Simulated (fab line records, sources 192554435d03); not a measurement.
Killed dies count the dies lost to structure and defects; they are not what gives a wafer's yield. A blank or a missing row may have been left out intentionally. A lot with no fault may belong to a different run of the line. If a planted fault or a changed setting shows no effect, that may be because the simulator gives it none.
A lot that was struck, set against a sound lot :: flow n5-finfet :: 25 out of 1938 route steps
Sound: wafers L439.1, L439.5, L439.6. The struck wafers were L430.3, L430.4, L430.6. The cause comes at the end.
Per side, at each step with rows, come the tool, then ch with its chambers, and then its first start. Under that, the readings that differ: sound wafers :: struck wafers :: difference of the means :: sigmas: that difference in standard deviations of wafers without a fault.
alike: a reading whose means differ by less than 2 such deviations, as well as words and numbers matching on both sides. not compared: withheld readings; readings where some wafer has no value; bounds like >300 that might hide an equal value; numbers whose values overlap and for which the record gives no deviation.
The two part at a step that has a row with sigmas, a row that says differs or no value, or rows on one side only. Numbers that don't overlap but have no deviation are shown without sigmas and don't part them. A reading that every wafer of one side lacks parts them only if that side has two wafers or more.

first, 9 steps without rows for these wafers: N5_SD_EPI_N_EBR_05; N5_SD_EPI_N_SOFTBAKE_04 (time 60 s); N5_SD_EPI_N_EXPOSE_06 (exposes mask SD N BLK, target cd 120 nm); N5_SD_EPI_N_PEB_07 (peb time 60 s); N5_SD_EPI_N_DEVELOP_08 (develop time 30 s); N5_SD_EPI_N_DESCUM_14 (chemistry O2, time 7.9 s); N5_SD_EPI_N_ETCH_34 (etches SiARC in CF4, target depth 45.5 nm, time 75.8 s); N5_SD_EPI_N_ETCH_35 (etches SOC in N2/H2, overetch 108 nm, time 486 s); N5_SD_EPI_N_STRIP_36 (strips in N2/H2).
N5_SD_EPI_N_ETCHBACK_44: etches SiNx in CH3F/O2, stops on SiO2, target depth 14.5 nm.
  sound on rie-diel-02 ch 1,2,3, day 7 00:57; struck on rie-diel-04 ch 1,2, day 5 00:12
  no value came back on the struck wafers for any of 8 readings (CH3F_flow_sccm (sccm), O2_flow_sccm (sccm) and others); on the sound wafers CH3F_flow_sccm (sccm) reads 30.00 29.85 30.02
reading: model.SiARC_of_SD_EPI_N_COAT_33.thk-nm (nm)
sound: 16 16.2 16
struck: 19.8 20 20
difference: +3.9
sigmas: 
  not compared: rf-hours-counter-h
then, 1 step without rows for these wafers: N5_SD_EPI_N_ETCH_45 (etches SiOCN in CH3F/O2, target depth 6 nm).
N5_SD_EPI_N_ETCH_16: etches SiO2 in CHF3/O2, target depth 5 nm.
  sound on rie-diel-02 ch 1,2,3, day 7 01:09; struck on rie-diel-04 ch 1,2, day 5 00:24
reading: model.SiARC_of_SD_EPI_N_COAT_33.thk-nm (nm)
sound: 12.4 12.6 12.4
struck: 16 16.4 16.4
difference: +4
sigmas: 
  alike: CHF3_flow_sccm, drypump-motor-current-A, oes_o_777_au, oes-product-au, rf-vpp-V, showerhead-plenum-p-Torr, throttle-valve-pct
  not compared: rf-hours-counter-h
then, 8 steps without rows for these wafers: N5_SD_EPI_N_STRIP_47 (strips in CHF3/O2); N5_SD_EPI_N_SD_RECESS_17 (chemistry HBr/Cl2/O2, target depth 41 nm, time 23.7 s, bt time 3 s); N5_SD_EPI_N_STRIP_38 (strips in N2/H2); N5_SD_EPI_N_WET_ETCH_43 (etches SiO2 in dHF, time 14 s, target depth 1.5 nm); N5_SD_EPI_N_STRIP_18 (strips in SPM, time 750 s); N5_SD_EPI_N_SRD_20 (time 30 s); N5_SD_EPI_N_PRECLEAN_48 (cleans in NF3:NH3, afs cycles 2, time 20 s, sublimation time 60 s); N5_SD_EPI_N_VAPOR_ETCH_50 (etches Si in HCl, time 54 s).
N5_SD_EPI_N_EPI_21: deposits Si:P, time 690 s.
  sound on epi-rpcvd-01 ch 0, day 7 02:12; struck on epi-rpcvd-02 ch 0, day 5 02:02
reading: model.Si-P_of_SD_EPI_N_EPI_21.thk-nm (nm)
sound: 57.8 57.8 58.4
struck: 1.2 0.8 1
difference: -57.0
sigmas: 
N5_SD_EPI_N_PRECLEAN_24: cleans in O3/DIW, time 60 s.
  sound on wet-bench-06 ch 1,2,6, day 7 03:58; struck on wet-bench-05 ch 0,3,5, day 5 03:15
reading: model.Si-P_of_SD_EPI_N_EPI_21.thk-nm (nm)
sound: 57.4 57.6 58
struck: 1.2 0.8 1
difference: -56.7
sigmas: 
then, 1 step without rows for these wafers: N5_SD_EPI_N_SRD_25 (time 30 s).
N5_BEOL_M4_RC_MEAS_101:
  the record has rows for the sound wafers here (prober-01 ch 0, day 11 12:51) and none for the struck ones
-- the record jumps here: 9 days lie between the struck wafers' starts before and after (it left off in module BEOL_M4 and takes up again in module PASSIVATION, whose first step shown is number 1936 of the route) --
N5_PASSIVATION_PROBE_49:
  sound on prober-01, day 16 02:05; struck on prober-02, day 13 18:10
reading: defect-limited-yield (%)
sound: 91.7 92.2 92.5
struck: 0 0 0
difference: -92
sigmas: -61

reading: killed-at-front-end
sound: 33 39 37
struck: 1103 1106 1126
difference: +1075
sigmas: +99 or more

reading: killed-dies
sound: 98 92 89
struck: 1180 1180 1180
difference: +1087
sigmas: +64

reading: killed-on-rim
sound: 11 15 11
struck: 152 152 152
difference: +140
sigmas: +35

reading: sort_bin_5_function (%)
sound: 5.1 4.1 5.2
struck: 96.3 96.4 96.4
difference: +91.6
sigmas: +98

reading: sort-n-pass
sound: 1082 1088 1091
struck: 0 0 0
difference: -1087
sigmas: -64

reading: sort-yield-pct (%)
sound: 91.7 92.2 92.5
struck: 0 0 0
difference: -92
sigmas: -66
  alike: killed_at_M0_to_M3, killed_at_M4_up, killed-at-contacts, killed-at-other, killed-open, killed-short, sort_bin_6_memory

WHERE THEY PART
First at N5_SD_EPI_N_ETCHBACK_44; last, within this record, at N5_PASSIVATION_PROBE_49.

WHY: what had been put in by the simulator
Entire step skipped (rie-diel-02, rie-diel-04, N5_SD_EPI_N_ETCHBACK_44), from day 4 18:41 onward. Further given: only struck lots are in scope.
